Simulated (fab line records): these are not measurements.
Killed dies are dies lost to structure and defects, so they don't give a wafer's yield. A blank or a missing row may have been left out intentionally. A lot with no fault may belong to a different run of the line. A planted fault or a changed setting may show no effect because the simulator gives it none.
fab line records	flow n5_finfet
record lots=7	wafers=18	last_day=17
route steps=1938 shown BEOL_M5@1119
lots that met no fault: from a run of the same line without faults
start_h: start of the lot's first displayed wafer, in hours after the record's first day	wait_h: hours since the lot's step before	" the same as in the row above	L1.1+2: several wafers, shown together as one row	- no value present, or no start provided	* or withheld: withheld	< > ~ a bound
route shown NAME@n: NAME is a module with steps in the file, n the number in the route of the first one	usual: mean/standard deviation taken from wafers without a fault	same: alike in all rows	chamber/n: place in a boat	sites: the reading at each site	_std_site: the values' standard deviation	_edge_site: inner sites' mean taken away from outer sites' mean	radius_mm: how far each site lies from the wafer's centre	mask NAME#n: copy n	behind: the tool/chamber that last shaped the wafer	hold: the reason the lot was held/the length of the hold in hours/how it ended	device: transistor that didn't switch, given as n, p or np	end of line: tests of these same wafers at the route's end	a step without rows: its recipe alone	killed: count of dies lost to structure and defects at first sort (not the wafer's yield)	map: dies across one wafer; x = killed, . = not, _ = none there
set.NAME: the setting that was run; set.NAME@STEP: the one run at that earlier step	model.NAME: the simulator's own value behind a step, which no gauge read
lots at some steps of the route; a table a step, a row a wafer
services: from which hour (start_h, from the record's first day; less than 0 if before it) a tool's chamber was out of use, for how many hours, and why
## steps
# step N5_BEOL_M5_COAT_71
# recipe resist=underlayer	temp_c=205	time_s=60	spin_rpm=1500	resist_thk_nm=5
# step N5_BEOL_M5_COAT_05
# recipe resist=CAR-EUV	spin_rpm=1500	resist_thk_nm=30
# step N5_BEOL_M5_EBR_07
# recipe solvent=PGMEA	ebr_width_mm=1.5
# step N5_BEOL_M5_SOFTBAKE_06
# recipe temp_c=110	time_s=60	resist=CAR-EUV
# step N5_BEOL_M5_EXPOSE_08
# recipe mask_id=M5	na=0.33	source_shape=annular	sigma_inner=0.4	sigma_outer=0.8	polarization=unpolarized	target_cd_nm=28	dose_mj=35.75
# step N5_BEOL_M5_PEB_09
# recipe peb_temp_c=100	peb_time_s=60	resist=CAR-EUV
# step N5_BEOL_M5_DEVELOP_10
# recipe develop_time_s=30	developer=TMAH	resist=CAR-EUV	rinse_liquid=surfactant_rinse	dry=air_spin	dev_temp_c=23
# step N5_BEOL_M5_CD_MEAS_11
# recipe target_cd_nm=27.74	landing_energy_ev=500	detector=se_inlens
# usual cd_nm=28.03/0.24
lot.wafer	tool	chamber	start_h	wait_h	cd_nm
L534.1	cd_sem-02	0	189.43	-	27.93
L534.3	"	0	"	"	27.98
L534.6	"	0	"	"	27.97
L535.1	cd_sem-03	0	196.02	-	28.25
L535.2	"	0	"	"	27.84
L535.4	"	0	"	"	28.21
L539.4	cd_sem-03	0	219.38	-	27.97
L539.5	"	0	"	"	28.45
L542.4	cd_sem-01	0	223.33	-	28.46
L542.5	"	0	"	"	28.37
L543.3	cd_sem-01	0	245.50	-	28.16
L543.4	"	0	"	"	28.14
L546.1	cd_sem-01	0	263.00	-	27.70
L546.4	"	0	"	"	28.30
L546.6	"	0	"	"	27.81
L555.2	cd_sem-01	0	307.38	-	28.10
L555.4	"	0	"	"	27.93
L555.5	"	0	"	"	28.16
# step N5_BEOL_M5_OVL_MEAS_12
# recipe points_per_wafer=522
# usual M5_OVL=0.0/0.69
lot.wafer	tool	chamber	start_h	wait_h	M5_OVL[nm]
L534.1	overlay-02	0	189.46	0.0	0.5
L534.3	"	0	"	"	1.3
L534.6	"	0	"	"	1.3
L535.1	overlay-02	0	196.05	0.0	-0.1
L535.2	"	0	"	"	-1.1
L535.4	"	0	"	"	-0.4
L539.4	overlay-02	0	219.42	0.0	-0.5
L539.5	"	0	"	"	-0.1
L542.4	overlay-01	0	223.37	0.0	1.1
L542.5	"	0	"	"	1.3
L543.3	overlay-01	0	245.54	0.0	0.2
L543.4	"	0	"	"	-0.6
L546.1	overlay-01	0	263.03	0.0	-0.5
L546.4	"	0	"	"	0.2
L546.6	"	0	"	"	-0.2
L555.2	overlay-01	0	307.42	0.0	0.0
L555.4	"	0	"	"	-0.3
L555.5	"	0	"	"	-0.7
# step N5_BEOL_M5_INSPECT_13
# recipe mode=adi	inspect_instrument=brightfield
# usual raw_defect_count=420/92
lot.wafer	tool	chamber	start_h	wait_h	raw_defect_count
L534.1	defect_inspect-02	-	189.52	0.1	438
L534.3	"	-	"	"	399
L534.6	"	-	"	"	538
L535.1	defect_inspect-01	-	196.11	0.1	303
L535.2	"	-	"	"	579
L535.4	"	-	"	"	461
L539.4	defect_inspect-02	-	219.47	0.0	405
L539.5	"	-	"	"	488
L542.4	defect_inspect-01	-	223.42	0.0	420
L542.5	"	-	"	"	301
L543.3	defect_inspect-02	-	245.59	0.0	361
L543.4	"	-	"	"	406
L546.1	defect_inspect-01	-	263.09	0.1	467
L546.4	"	-	"	"	319
L546.6	"	-	"	"	379
L555.2	defect_inspect-01	-	307.47	0.0	322
L555.4	"	-	"	"	377
L555.5	"	-	"	"	327
# step N5_BEOL_M5_DESCUM_16
# recipe chemistry=O2	time_s=7	source_power_w=50	bias_power_w=20	pressure_mtorr=20	rf_frequency_hz=2.712e+07	temp_c=40	resist=CAR-EUV	o2_flow_sccm=225
# usual drypump_motor_current_A=5.7/0.5	oes_product_au=0.79/0.069	rf_vpp_V=243.3/1.4	showerhead_plenum_p_Torr=2.10/0.08	throttle_valve_pct=20.41/0.19
lot.wafer	tool	chamber	start_h	wait_h	drypump_motor_current_A	oes_product_au	rf_hours_counter_h	rf_vpp_V	showerhead_plenum_p_Torr	throttle_valve_pct
L534.1	rie_diel-04	1	189.60	0.1	5.4	0.85	52	242.6	2.03	20.72
L534.3	"	3	"	"	6.0	0.74	163	241.3	2.00	20.36
L534.6	"	0	"	"	6.3	0.74	-	243.5	2.09	20.37
L535.1	rie_diel-05	3	196.32	0.2	5.3	0.69	236	241.7	2.06	20.32
L535.2	"	0	"	"	6.4	0.86	54	241.3	2.04	20.65
L535.4	"	1	"	"	5.3	0.87	60	244.8	2.21	20.21
L539.4	rie_diel-05	1	219.50	0.0	5.4	0.87	66	244.6	2.21	20.21
L539.5	"	0	"	"	6.3	0.86	-	242.9	2.04	20.65
L542.4	rie_diel-05	0	223.45	0.0	6.3	0.85	62	243.7	2.04	20.66
L542.5	"	0	"	"	6.3	0.85	-	241.8	2.04	20.68
L543.3	rie_diel-05	0	245.64	0.0	6.3	0.84	-	242.0	2.04	20.68
L543.4	"	2	"	"	5.4	0.83	-	244.6	2.21	20.39
L546.1	rie_diel-04	1	263.13	0.0	5.4	0.82	75	241.7	2.03	20.77
L546.4	"	2	"	"	4.8	0.71	205	244.1	2.16	20.25
L546.6	"	3	"	"	6.0	0.72	-	241.7	1.99	20.36
L555.2	rie_diel-05	3	308.07	0.6	5.3	0.94	12	244.5	2.05	20.00
L555.4	"	1	"	"	5.3	0.82	98	243.4	2.20	20.28
L555.5	"	0	"	"	6.3	0.80	-	241.2	2.03	20.71
# step N5_BEOL_M5_ETCH_72
# recipe chemistry=N2/H2	target=underlayer	target_depth_a=65	mask_material=CAR-EUV	time_s=5.2	ion_energy_ev=200	pressure_mtorr=30	source_w=840	bias_w=150	n2_flow_sccm=200	h2_flow_sccm=200	ends=cleared
# usual drypump_motor_current_A=5.7/0.5	etch_rf_on_time_s=5.18/0.1	oes_product_au=0.68/0.059	rf_vpp_V=523.9/2.9	showerhead_plenum_p_Torr=2.55/0.098	throttle_valve_pct=17.87/0.22
lot.wafer	tool	chamber	start_h	wait_h	drypump_motor_current_A	etch_rf_on_time_s	oes_product_au	rf_hours_counter_h	rf_vpp_V	showerhead_plenum_p_Torr	throttle_valve_pct
L534.1	rie_diel-04	1	189.64	0.0	5.3	5.03	0.73	52	522.4	2.47	18.22
L534.3	"	3	"	"	6.0	5.12	0.63	163	522.7	2.43	17.83
L534.6	"	0	"	"	6.3	5.33	0.63	-	522.8	2.53	17.76
L535.1	rie_diel-05	3	196.36	0.0	5.3	5.29	0.59	236	521.4	2.51	17.80
L535.2	"	0	"	"	6.3	5.10	0.74	54	522.3	2.48	18.12
L535.4	"	1	"	"	5.3	5.06	0.74	60	528.0	2.69	17.63
L539.4	rie_diel-05	1	219.54	0.0	5.4	5.01	0.74	66	526.7	2.69	17.66
L539.5	"	0	"	"	6.3	5.09	0.74	-	522.5	2.48	18.17
L542.4	rie_diel-05	0	223.48	0.0	6.3	5.07	0.73	62	521.2	2.48	18.16
L542.5	"	0	"	"	6.3	5.08	0.73	-	523.4	2.48	18.15
L543.3	rie_diel-05	0	245.68	0.0	6.3	5.10	0.72	-	522.3	2.48	18.16
L543.4	"	2	"	"	5.4	5.18	0.71	-	526.6	2.68	17.91
L546.1	rie_diel-04	1	263.16	0.0	5.3	5.02	0.71	75	522.3	2.46	18.27
L546.4	"	2	"	"	4.8	5.18	0.62	205	527.5	2.63	17.72
L546.6	"	3	"	"	6.0	5.09	0.63	-	519.0	2.42	17.88
L555.2	rie_diel-05	3	308.10	0.0	5.4	5.29	0.79	12	524.9	2.49	17.42
L555.4	"	1	"	"	5.3	5.11	0.71	98	528.1	2.67	17.70
L555.5	"	0	"	"	6.3	5.09	0.69	-	521.8	2.47	18.19
# step N5_BEOL_M5_ETCH_61
# recipe chemistry=CF4	target=SiARC	target_depth_a=156	mask_material=CAR-EUV	time_s=26	ion_energy_ev=80	pressure_mtorr=40	source_w=545	bias_w=36	Ar_flow_sccm=100	cf4_flow_sccm=100	ends=cleared
# usual cf4_flow_sccm=100.0/0.33	drypump_motor_current_A=5.7/0.5	etch_rf_on_time_s=25.8/0.5	oes_product_au=0.68/0.059	rf_vpp_V=184.3/1.3	showerhead_plenum_p_Torr=2.15/0.076	throttle_valve_pct=15.60/0.17
lot.wafer	tool	chamber	start_h	wait_h	cf4_flow_sccm	drypump_motor_current_A	etch_rf_on_time_s	oes_product_au	rf_hours_counter_h	rf_vpp_V	showerhead_plenum_p_Torr	throttle_valve_pct
L534.1	rie_diel-04	1	189.66	0.0	99.7	5.4	25.3	0.72	52	183.3	2.09	15.85
L534.3	"	3	"	"	100.0	6.0	25.6	0.64	163	181.9	2.06	15.60
L534.6	"	0	"	"	99.9	6.3	26.9	0.62	-	184.8	2.13	15.56
L535.1	rie_diel-05	3	196.38	0.0	100.2	5.3	26.5	0.60	236	186.1	2.12	15.61
L535.2	"	0	"	"	99.7	6.3	25.6	0.73	54	183.0	2.09	15.75
L535.4	"	1	"	"	100.3	5.3	25.2	0.74	60	188.1	2.26	15.37
L539.4	rie_diel-05	1	219.55	0.0	100.0	5.3	25.1	0.74	66	185.0	2.26	15.38
L539.5	"	0	"	"	100.2	6.3	37.1	0.59	-	184.5	2.09	15.77
L542.4	rie_diel-05	0	223.50	0.0	99.4	6.3	25.3	0.73	62	183.9	2.09	15.76
L542.5	"	0	"	"	100.3	6.3	37.0	0.61	-	183.2	2.09	15.78
L543.3	rie_diel-05	0	245.71	0.0	100.2	6.3	37.5	0.59	-	183.3	2.08	15.78
L543.4	"	2	"	"	99.5	5.4	26.2	0.71	-	186.0	2.24	15.49
L546.1	rie_diel-04	1	263.18	0.0	100.2	5.4	25.2	0.71	75	183.2	2.08	15.91
L546.4	"	2	"	"	100.1	4.7	26.2	0.61	205	183.5	2.21	15.53
L546.6	"	3	"	"	99.7	6.0	25.7	0.62	-	183.3	2.05	15.64
L555.2	rie_diel-05	3	308.12	0.0	99.9	5.3	26.2	0.79	12	183.3	2.11	15.17
L555.4	"	1	"	"	100.2	5.3	25.0	0.71	98	184.6	2.25	15.44
L555.5	"	0	"	"	100.2	6.3	25.4	0.69	-	182.8	2.08	15.82
# step N5_BEOL_M5_ETCH_62
# recipe chemistry=N2/H2	target=SOC	target_depth_a=750	overetch_a=150	mask_material=SiARC	temp_c=40	time_s=112.5	ion_energy_ev=200	pressure_mtorr=30	source_w=840	bias_w=150	n2_flow_sccm=200	h2_flow_sccm=200
# usual drypump_motor_current_A=5.7/0.5	oes_product_au=0.63/0.052	rf_vpp_V=524.1/2.8	showerhead_plenum_p_Torr=2.55/0.098	throttle_valve_pct=17.84/0.21
lot.wafer	tool	chamber	start_h	wait_h	drypump_motor_current_A	oes_product_au	rf_hours_counter_h	rf_vpp_V	showerhead_plenum_p_Torr	throttle_valve_pct
L534.1	rie_diel-04	1	189.68	0.0	5.4	0.67	52	522.9	2.47	18.19
L534.3	"	3	"	"	6.0	0.59	163	520.5	2.43	17.80
L534.6	"	0	"	"	6.3	0.59	-	523.6	2.53	17.69
L535.1	rie_diel-05	3	196.40	0.0	5.4	0.55	236	523.0	2.51	17.76
L535.2	"	0	"	"	6.4	0.67	54	519.6	2.48	18.12
L535.4	"	1	"	"	5.3	0.67	60	527.3	2.69	17.59
L539.4	rie_diel-05	1	219.58	0.0	5.3	0.68	66	529.1	2.69	17.60
L539.5	"	0	"	"	6.3	0.67	-	523.1	2.48	18.12
L542.4	rie_diel-05	0	223.53	0.0	6.3	0.67	62	522.1	2.48	18.11
L542.5	"	0	"	"	6.3	0.66	-	522.1	2.48	18.11
L543.3	rie_diel-05	0	245.79	0.1	6.3	0.65	-	521.6	2.48	18.12
L543.4	"	2	"	"	5.4	0.66	-	526.6	2.68	17.87
L546.1	rie_diel-04	1	263.21	0.0	5.4	0.64	75	522.5	2.46	18.20
L546.4	"	2	"	"	4.8	0.57	205	527.0	2.63	17.69
L546.6	"	3	"	"	6.0	0.57	-	521.9	2.42	17.84
L555.2	rie_diel-05	3	308.14	0.0	5.4	0.75	12	522.4	2.49	17.38
L555.4	"	1	"	"	5.4	0.65	98	527.7	2.68	17.66
L555.5	"	0	"	"	6.3	0.64	-	521.3	2.47	18.15
## services
tool	chamber	start_h	hours	kind
rie_diel-04	3	193.36	5.3	repair
rie_diel-04	3	210.71	1.6	repair
rie_diel-05	3	242.10	-	clean
rie_diel-05	3	242.10	-	consumable_replace:focus_ring
rie_diel-05	3	242.10	27.1	scheduled_down
rie_diel-05	3	242.10	27.1	vent_cycle
rie_diel-05	1	245.40	1.7	repair
rie_diel-04	2	270.32	2.7	repair
rie_diel-04	2	293.38	3.7	repair
## key
first_sign step=N5_BEOL_M5_ETCH_61	reading=etch_rf_on_time_s	direction=up	sigmas=23	usual=*	struck=*
effect none on later readings
met_at N5_BEOL_M5_ETCH_61
struck_wafers L539.5,L542.5,L543.3
onset_between 196.38 219.55
fault kind=process_parameter_drift	tool=rie_diel-05	chamber=-	onset_h=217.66	steps=N5_BEOL_M5_ETCH_61	channel=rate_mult	offset=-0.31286	shape=step	end_h=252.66	scope=struck_wafers_only
